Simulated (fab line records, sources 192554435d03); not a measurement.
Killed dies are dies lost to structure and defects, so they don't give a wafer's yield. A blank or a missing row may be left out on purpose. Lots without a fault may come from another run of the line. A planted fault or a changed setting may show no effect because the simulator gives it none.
Chamber matching | flow n5_finfet | N5_FIN_SAQP_PECVD_06 on pecvd-03: 3 sister chambers
The step deposits a-Si from SiH4/He, target thk 60 nm, time 48.1 s. 14 wafers are shown with their chamber, then 7 later ones without.

WAFERS WITH THEIR CHAMBER
wafer  | chamber | throttle_valve_pct (%) | showerhead_plenum_p_Torr (Torr) | heater_power_w (W)
L075.3 | 1       | 18.5                   | 5.71                            | 754
L075.4 | 2       | 17.2                   | 5.68                            | 868
L075.6 | 0       | 18.5                   | 5.72                            | 810
L076.1 | 0       | 17.9                   | 5.74                            | 813
L076.5 | 0       | 18.2                   | 5.75                            | 787
L076.6 | 1       | 18.3                   | 5.68                            | 777
L080.1 | 1       | 18.7                   | 5.69                            | 692
L080.3 | 0       | 18.2                   | 5.76                            | 784
L080.4 | 1       | 18.2                   | 5.69                            | 709
L088.1 | 2       | 17.2                   | 5.68                            | 865
L088.2 | 0       | 18.6                   | 5.76                            | 805
L088.4 | 1       | 18.6                   | 5.68                            | 768
L090.1 | 2       | 17.2                   | 5.68                            | 886
L090.2 | 1       | 18.4                   | 5.70                            | 781

SIGNATURES (means of the wafers above)
reading                  | chamber 0 | chamber 1 | chamber 2 | scatter within a chamber
throttle_valve_pct       | 18.280    | 18.450    | 17.200    | 0.21
showerhead_plenum_p_Torr | 5.7460    | 5.6917    | 5.6800    | 0.0128
heater_power_w           | 799.80    | 746.83    | 873.00    | 27
Rule: a wafer's distance from a chamber is the root of the sum, over the readings, of the square of ((its reading less the chamber's mean) divided by the reading's scatter). The wafer belongs to the nearest chamber; if the next one is less than 2 further off, it can't be placed. The scatter: the root of (the sum of the squares of (reading less its chamber's mean) over the shown wafers, divided by (wafers less chambers)).

WAFERS WITHOUT THEIR CHAMBER
wafer  | throttle_valve_pct (%) | showerhead_plenum_p_Torr (Torr) | heater_power_w (W)
L090.4 | 18.2                   | 5.70                            | 771
L091.1 | 18.3                   | 5.74                            | 751
L091.3 | 18.2                   | 5.67                            | 724
L091.6 | 18.2                   | 5.74                            | 737
L095.1 | 17.6                   | 5.67                            | 766
L095.5 | 18.4                   | 5.72                            | 799
L095.6 | 18.6                   | 5.68                            | 737

WHICH CHAMBER EACH WENT THROUGH
wafer  | from the rows above     | in truth
L090.4 | 1                       | 1
L091.1 | can't be placed: 0 or 1 | 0
L091.3 | 1                       | 1
L091.6 | can't be placed: 0 or 1 | 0
L095.1 | can't be placed: 1 or 2 | 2
L095.5 | can't be placed: 0 or 1 | 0
L095.6 | 1                       | 1
Placed correctly: 3 of 7. Can't be placed from these rows: 4 (the true chamber is among the candidates in 4). Placed wrongly: 0.
